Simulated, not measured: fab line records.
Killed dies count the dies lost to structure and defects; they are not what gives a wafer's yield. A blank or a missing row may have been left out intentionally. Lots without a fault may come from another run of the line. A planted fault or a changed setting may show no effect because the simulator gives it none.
Matching of chambers / flow n5Finfet / aldSin-03 running N5_BEOL_M0_SAQP_SPACER1_ALD_98: 4 sister chambers
The step deposits SiO2, target thk 12.8 nm, pulse time 1 s, purge time 2 s. 14 wafers are shown with their chamber, then 7 later ones without.

## WAFERS WITH THEIR CHAMBER
wafer=L550.1; chamber=0; heaterPowerW (W)=447; susceptorTempC (C)=299.80; precursorPulseHeightRel=1.008
wafer=L550.2; chamber=3; heaterPowerW (W)=477; susceptorTempC (C)=300.05; precursorPulseHeightRel=0.995
wafer=L550.6; chamber=1; heaterPowerW (W)=387; susceptorTempC (C)=300.10; precursorPulseHeightRel=0.961
wafer=L551.2; chamber=3; heaterPowerW (W)=485; susceptorTempC (C)=299.97; precursorPulseHeightRel=0.985
wafer=L551.3; chamber=0; heaterPowerW (W)=438; susceptorTempC (C)=299.75; precursorPulseHeightRel=1.000
wafer=L551.5; chamber=3; heaterPowerW (W)=485; susceptorTempC (C)=299.89; precursorPulseHeightRel=0.994
wafer=L557.2; chamber=0; heaterPowerW (W)=441; susceptorTempC (C)=299.79; precursorPulseHeightRel=1.016
wafer=L557.3; chamber=3; heaterPowerW (W)=495; susceptorTempC (C)=299.91; precursorPulseHeightRel=0.990
wafer=L557.4; chamber=1; heaterPowerW (W)=387; susceptorTempC (C)=300.16; precursorPulseHeightRel=0.994
wafer=L561.1; chamber=2; heaterPowerW (W)=527; susceptorTempC (C)=300.17; precursorPulseHeightRel=0.998
wafer=L561.2; chamber=3; heaterPowerW (W)=487; susceptorTempC (C)=299.90; precursorPulseHeightRel=1.008
wafer=L561.5; chamber=3; heaterPowerW (W)=487; susceptorTempC (C)=299.74; precursorPulseHeightRel=0.980
wafer=L560.3; chamber=0; heaterPowerW (W)=442; susceptorTempC (C)=299.82; precursorPulseHeightRel=1.036
wafer=L560.4; chamber=2; heaterPowerW (W)=523; susceptorTempC (C)=300.07; precursorPulseHeightRel=1.024

SIGNATURES (means of the wafers above)
reading=heaterPowerW; chamber 0=442.00; chamber 1=387.00; chamber 2=525.00; chamber 3=486.00; scatter within a chamber=4.65
reading=susceptorTempC; chamber 0=299.7900; chamber 1=300.1300; chamber 2=300.1200; chamber 3=299.9100; scatter within a chamber=0.0787
reading=precursorPulseHeightRel; chamber 0=1.01500; chamber 1=0.97750; chamber 2=1.01100; chamber 3=0.99200; scatter within a chamber=0.0144
Rule: for each reading, subtract the chamber's mean from the wafer's reading, divide by that reading's scatter and square the result; add these up over the readings and take the root, which gives the wafer's distance from the chamber. The wafer belongs to the nearest chamber; if the next one is less than 2 further off, it can't be placed. The scatter is the square root of a quotient: the sum, over the shown wafers, of each reading's squared deviation from its chamber's mean, divided by wafers minus chambers.

## WAFERS WHOSE CHAMBER IS MISSING
wafer=L560.5; heaterPowerW (W)=395; susceptorTempC (C)=300.37; precursorPulseHeightRel=1.029
wafer=L564.2; heaterPowerW (W)=398; susceptorTempC (C)=299.93; precursorPulseHeightRel=0.989
wafer=L564.3; heaterPowerW (W)=519; susceptorTempC (C)=299.99; precursorPulseHeightRel=1.011
wafer=L564.6; heaterPowerW (W)=494; susceptorTempC (C)=299.84; precursorPulseHeightRel=0.970
wafer=L567.3; heaterPowerW (W)=512; susceptorTempC (C)=299.82; precursorPulseHeightRel=1.032
wafer=L567.4; heaterPowerW (W)=399; susceptorTempC (C)=299.90; precursorPulseHeightRel=1.016
wafer=L567.5; heaterPowerW (W)=487; susceptorTempC (C)=300.13; precursorPulseHeightRel=1.013

## EACH ONE'S CHAMBER
wafer=L560.5; from the rows above=1; in truth=1
wafer=L564.2; from the rows above=1; in truth=1
wafer=L564.3; from the rows above=2; in truth=2
wafer=L564.6; from the rows above=3; in truth=3
wafer=L567.3; from the rows above=can't be placed: 2 or 3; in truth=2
wafer=L567.4; from the rows above=1; in truth=1
wafer=L567.5; from the rows above=3; in truth=3
Placed correctly: 6 of 7. Not placeable from these rows: 1 (in 1, the candidates include the true chamber). Wrongly placed: 0.
